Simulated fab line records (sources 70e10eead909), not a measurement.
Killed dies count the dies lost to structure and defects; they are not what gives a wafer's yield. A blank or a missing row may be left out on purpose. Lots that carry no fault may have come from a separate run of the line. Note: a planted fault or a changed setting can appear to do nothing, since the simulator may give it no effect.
Matching of chambers -- flow nandHarc -- 3 sister chambers for NHARC_A_M0_PRE_CLEAN_31 on pecvd-03
The step time 12 s. 6 wafers are shown with their chamber, then 8 later ones without.

== WAFERS WITH THEIR CHAMBER ==
wafer,chamber,heaterPowerW (W),susceptorTempC (C)
L078.5,0,637,369.96
L080.1,0,588,369.86
L082.1,2,644,370.09
L082.4,2,649,370.10
L082.5,1,703,369.80
L088.1,1,721,369.88

== WAFERS MISSING THEIR CHAMBER ==
wafer,heaterPowerW (W),susceptorTempC (C)
L088.2,644,370.06
L088.3,662,369.99
L089.1,654,369.88
L089.3,635,369.65
L089.5,652,370.32
L091.2,669,370.09
L091.5,653,369.93
L091.6,634,370.20

== THE CHAMBER EACH PASSED THROUGH ==
wafer,from the rows above,in truth
L088.2,2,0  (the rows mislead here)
L088.3,can't be placed: 2 or 0 or 1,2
L089.1,can't be placed: 0 or 1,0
L089.3,can't be placed: 0 or 1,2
L089.5,2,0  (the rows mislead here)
L091.2,2,2
L091.5,can't be placed: 0 or 2 or 1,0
L091.6,2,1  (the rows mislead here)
Placed correctly: 1 of 8. Unplaceable from these rows: 4, with the true chamber sitting among the candidates in 3. Number placed wrongly: 3.
How it was worked out, from the rows above alone: a wafer's distance from a chamber is the root of the sum, over the readings, of the square of ((its reading less the chamber's mean) divided by the reading's scatter). If the next closest chamber is less than 2 further off than the closest, the wafer can't be placed; otherwise it belongs to the closest. Each chamber's mean is taken over the wafers shown for it. The scatter: the root of (the sum of the squares of (reading less its chamber's mean) over the shown wafers, divided by (wafers less chambers)).
